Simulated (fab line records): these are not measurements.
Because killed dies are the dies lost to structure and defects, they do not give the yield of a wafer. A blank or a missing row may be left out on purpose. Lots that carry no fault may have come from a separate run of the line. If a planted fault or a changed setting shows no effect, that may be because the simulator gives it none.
Split-lot trial -- flow n5-finfet -- 21 wafers read from 7 lots, route of 1938 steps

SPLIT DETAILS
At N5_BEOL_M13_COAT_04 (resist thk 400 nm), the setting spin-rpm was moved away from the recipe's 1625 rpm on 8 of the 21 wafers read, by -10.5% to +10.3%. This setting was run at the recipe's value on the other wafers.

FROM THE SPLIT TO THE READING: what the file shows between them, 3 steps
- N5_BEOL_M13_EBR_06
- N5_BEOL_M13_SOFTBAKE_05: time 60 s
- N5_BEOL_M13_DESCUM_15: chemistry O2, time 7.9 s

THE READING
coat_of_BEOL_M13_COAT_04.thk-nm (the simulator's own value, which no gauge read), in nm, at N5_BEOL_M13_ETCH_59 (etches BARC in N2/H2, target depth 89 nm, overetch 26.7 nm, time 67.9 s). The file does not state a usual value for it. Average 319.0 nm, standard deviation 3.2 nm, over the 13 wafers here run with the recipe.

wafer,"tool, chamber at the split","spin-rpm as run, rpm",against the recipe,"coat_of_BEOL_M13_COAT_04.thk-nm, nm",against lot-mates on the recipe
L082.2,"litho-track-01, 0",1625,recipe,313.8,-
L082.4,"litho-track-01, 0",1455,-10.5%,346.2,+32.4
L082.6,"litho-track-01, 0",1455,-10.5%,342.8,+29.0
L078.3,"litho-track-01, 0",1625,recipe,320.6,-
L078.4,"litho-track-01, 0",1625,recipe,321.4,-
L078.5,"litho-track-01, 0",1625,recipe,321.2,-
L084.1,"litho-track-03, 0",1625,recipe,317.6,-
L084.2,"litho-track-03, 0",1792,+10.3%,301.2,-13.4
L084.4,"litho-track-03, 0",1625,recipe,311.6,-
L086.1,"litho-track-01, 0",1625,recipe,321.6,-
L086.5,"litho-track-01, 0",1625,recipe,318,-
L086.6,"litho-track-01, 0",1625,recipe,321.2,-
L090.4,"litho-track-01, 0",1516,-6.7%,332.6,+12.8
L090.5,"litho-track-01, 0",1516,-6.7%,327.4,+7.6
L090.6,"litho-track-01, 0",1625,recipe,319.8,-
L089.1,"litho-track-03, 0",1625,recipe,316.6,-
L089.3,"litho-track-03, 0",1524,-6.2%,335.2,+16.4
L089.4,"litho-track-03, 0",1625,recipe,321,-
L093.1,"litho-track-01, 0",1511,-7.0%,329.6,+7.4
L093.4,"litho-track-01, 0",1625,recipe,322.2,-
L093.6,"litho-track-01, 0",1511,-7.0%,330.4,+8.2

THE FIT
A straight line over all 21 wafers: coat_of_BEOL_M13_COAT_04.thk-nm changes by -2.01 nm for each +1% of spin-rpm; r = -0.94; the points scatter about the line by 3.6 nm.
The same after taking each lot's own level away (the mean of its wafers on the recipe; 21 wafers): -2 nm for each +1%; r = -0.90; scatter 4.6 nm.
The reading moves by 21 nm for the largest change in spin-rpm, on that fit.
Measured against the standard deviation above, the lots' own levels, which go from 313.80 to 322.20 nm, span 2.7 times it.
The two slopes are in agreement: the lot-to-lot level therefore moves the slope only a little.
Check: with one of the wafers moved furthest among these (-10.5%) left out of the fit, the line predicts +18.8 nm for it against its lot-mates. It came out at +32.4 nm against them.

THE OTHER SPLITS THESE WAFERS WENT THROUGH
Note: prior to the reading, these wafers also went through further splits. Each is held against what the fit with the lots' levels taken away leaves over:
other split on the same wafers,wafers away from the commonest value,r with coat_of_BEOL_M13_COAT_04.thk-nm (lot level and that fit taken away)
N5_BEOL_M11_EXPOSE_25 dose-mj,6,+0.13
N5_BEOL_M12_COAT_04 spin-rpm,7,+0.27
N5_BEOL_M12_EXPOSE_07 dose-mj,5,-0.09

THE WHOLE CHAIN: every reading that the file lists as answering this split, in the file's order
step,what it does,reading,change (the file's fit),r (the file's)
N5_BEOL_M13_COAT_04,resist thk 400 nm,"coat_of_BEOL_M13_COAT_04.thk-nm (the simulator's own value, which no gauge read)",-2.08 nm for each +1% of the setting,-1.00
N5_BEOL_M13_ETCH_59,"etches BARC in N2/H2, target depth 89 nm, overetch 26.7 nm, time 67.9 s","coat_of_BEOL_M13_COAT_04.thk-nm (the simulator's own value, which no gauge read)",-1.97 nm for each +1% of the setting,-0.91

FILE'S OWN FIT
coat_of_BEOL_M13_COAT_04.thk-nm changes by -1.97 nm for each +1% of spin-rpm, r = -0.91.
